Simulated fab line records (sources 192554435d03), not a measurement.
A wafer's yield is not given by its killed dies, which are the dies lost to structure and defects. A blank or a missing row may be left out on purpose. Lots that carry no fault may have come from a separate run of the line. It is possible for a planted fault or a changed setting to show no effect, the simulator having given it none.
Chamber matching / flow n5_finfet / N5_SD_EPI_P_ETCHBACK_46 on rie_diel-04 has 4 sister chambers
The step etches SiNx in CH3F/O2, stops on SiO2, target depth 17.5 nm. 18 wafers are shown with their chamber, then 9 later ones without.

EACH WAFER AND ITS CHAMBER
wafer=L076.1; chamber=1; showerhead_plenum_p_Torr (Torr)=2.09; throttle_valve_pct (%)=16.70; rf_vpp_V (V)=301
wafer=L076.4; chamber=3; showerhead_plenum_p_Torr (Torr)=2.08; throttle_valve_pct (%)=16.42; rf_vpp_V (V)=304
wafer=L076.6; chamber=0; showerhead_plenum_p_Torr (Torr)=2.01; throttle_valve_pct (%)=16.06; rf_vpp_V (V)=303
wafer=L077.1; chamber=0; showerhead_plenum_p_Torr (Torr)=2.01; throttle_valve_pct (%)=16.06; rf_vpp_V (V)=303
wafer=L077.4; chamber=3; showerhead_plenum_p_Torr (Torr)=2.08; throttle_valve_pct (%)=16.42; rf_vpp_V (V)=303
wafer=L077.6; chamber=1; showerhead_plenum_p_Torr (Torr)=2.09; throttle_valve_pct (%)=16.69; rf_vpp_V (V)=301
wafer=L084.2; chamber=2; showerhead_plenum_p_Torr (Torr)=1.91; throttle_valve_pct (%)=16.37; rf_vpp_V (V)=291
wafer=L084.5; chamber=3; showerhead_plenum_p_Torr (Torr)=2.07; throttle_valve_pct (%)=16.45; rf_vpp_V (V)=303
wafer=L084.6; chamber=2; showerhead_plenum_p_Torr (Torr)=1.91; throttle_valve_pct (%)=16.37; rf_vpp_V (V)=290
wafer=L086.1; chamber=0; showerhead_plenum_p_Torr (Torr)=2.00; throttle_valve_pct (%)=16.09; rf_vpp_V (V)=305
wafer=L086.3; chamber=2; showerhead_plenum_p_Torr (Torr)=1.91; throttle_valve_pct (%)=16.36; rf_vpp_V (V)=291
wafer=L086.5; chamber=0; showerhead_plenum_p_Torr (Torr)=2.00; throttle_valve_pct (%)=16.11; rf_vpp_V (V)=303
wafer=L088.2; chamber=2; showerhead_plenum_p_Torr (Torr)=1.91; throttle_valve_pct (%)=16.36; rf_vpp_V (V)=291
wafer=L088.3; chamber=0; showerhead_plenum_p_Torr (Torr)=2.00; throttle_valve_pct (%)=16.12; rf_vpp_V (V)=303
wafer=L088.4; chamber=1; showerhead_plenum_p_Torr (Torr)=2.09; throttle_valve_pct (%)=16.73; rf_vpp_V (V)=303
wafer=L089.1; chamber=3; showerhead_plenum_p_Torr (Torr)=2.07; throttle_valve_pct (%)=16.46; rf_vpp_V (V)=303
wafer=L089.4; chamber=1; showerhead_plenum_p_Torr (Torr)=2.09; throttle_valve_pct (%)=16.73; rf_vpp_V (V)=300
wafer=L089.6; chamber=3; showerhead_plenum_p_Torr (Torr)=2.07; throttle_valve_pct (%)=16.49; rf_vpp_V (V)=303

SIGNATURES (averages over the wafers above)
reading=showerhead_plenum_p_Torr; chamber 0=2.0040; chamber 1=2.0900; chamber 2=1.9100; chamber 3=2.0740; scatter within a chamber=0.00414
reading=throttle_valve_pct; chamber 0=16.0880; chamber 1=16.7125; chamber 2=16.3650; chamber 3=16.4480; scatter within a chamber=0.0238
reading=rf_vpp_V; chamber 0=303.40; chamber 1=301.25; chamber 2=290.75; chamber 3=303.20; scatter within a chamber=0.824
Rule: a wafer's distance from a chamber is the root of the sum, over the readings, of the square of ((its reading less the chamber's mean) divided by the reading's scatter). The wafer belongs to the nearest chamber; if the next one is less than 2 further off, it can't be placed. The scatter is the square root of a quotient: the sum, over the shown wafers, of each reading's squared deviation from its chamber's mean, divided by wafers minus chambers.

WAFERS WITHOUT THEIR CHAMBER
wafer=L092.3; showerhead_plenum_p_Torr (Torr)=2.07; throttle_valve_pct (%)=16.46; rf_vpp_V (V)=304
wafer=L092.5; showerhead_plenum_p_Torr (Torr)=2.09; throttle_valve_pct (%)=16.75; rf_vpp_V (V)=301
wafer=L092.6; showerhead_plenum_p_Torr (Torr)=1.90; throttle_valve_pct (%)=16.38; rf_vpp_V (V)=290
wafer=L093.2; showerhead_plenum_p_Torr (Torr)=2.00; throttle_valve_pct (%)=16.12; rf_vpp_V (V)=304
wafer=L093.3; showerhead_plenum_p_Torr (Torr)=2.07; throttle_valve_pct (%)=16.47; rf_vpp_V (V)=302
wafer=L093.4; showerhead_plenum_p_Torr (Torr)=1.90; throttle_valve_pct (%)=16.39; rf_vpp_V (V)=289
wafer=L097.3; showerhead_plenum_p_Torr (Torr)=2.08; throttle_valve_pct (%)=16.75; rf_vpp_V (V)=301
wafer=L097.4; showerhead_plenum_p_Torr (Torr)=1.90; throttle_valve_pct (%)=16.40; rf_vpp_V (V)=292
wafer=L097.5; showerhead_plenum_p_Torr (Torr)=2.08; throttle_valve_pct (%)=16.75; rf_vpp_V (V)=301

EACH ONE'S CHAMBER
wafer=L092.3; from the rows above=3; in truth=3
wafer=L092.5; from the rows above=1; in truth=1
wafer=L092.6; from the rows above=2; in truth=2
wafer=L093.2; from the rows above=0; in truth=0
wafer=L093.3; from the rows above=3; in truth=3
wafer=L093.4; from the rows above=2; in truth=2
wafer=L097.3; from the rows above=1; in truth=1
wafer=L097.4; from the rows above=2; in truth=2
wafer=L097.5; from the rows above=1; in truth=1
Placed correctly: 9 of 9. Can't be placed from these rows: 0. Number placed wrongly: 0.
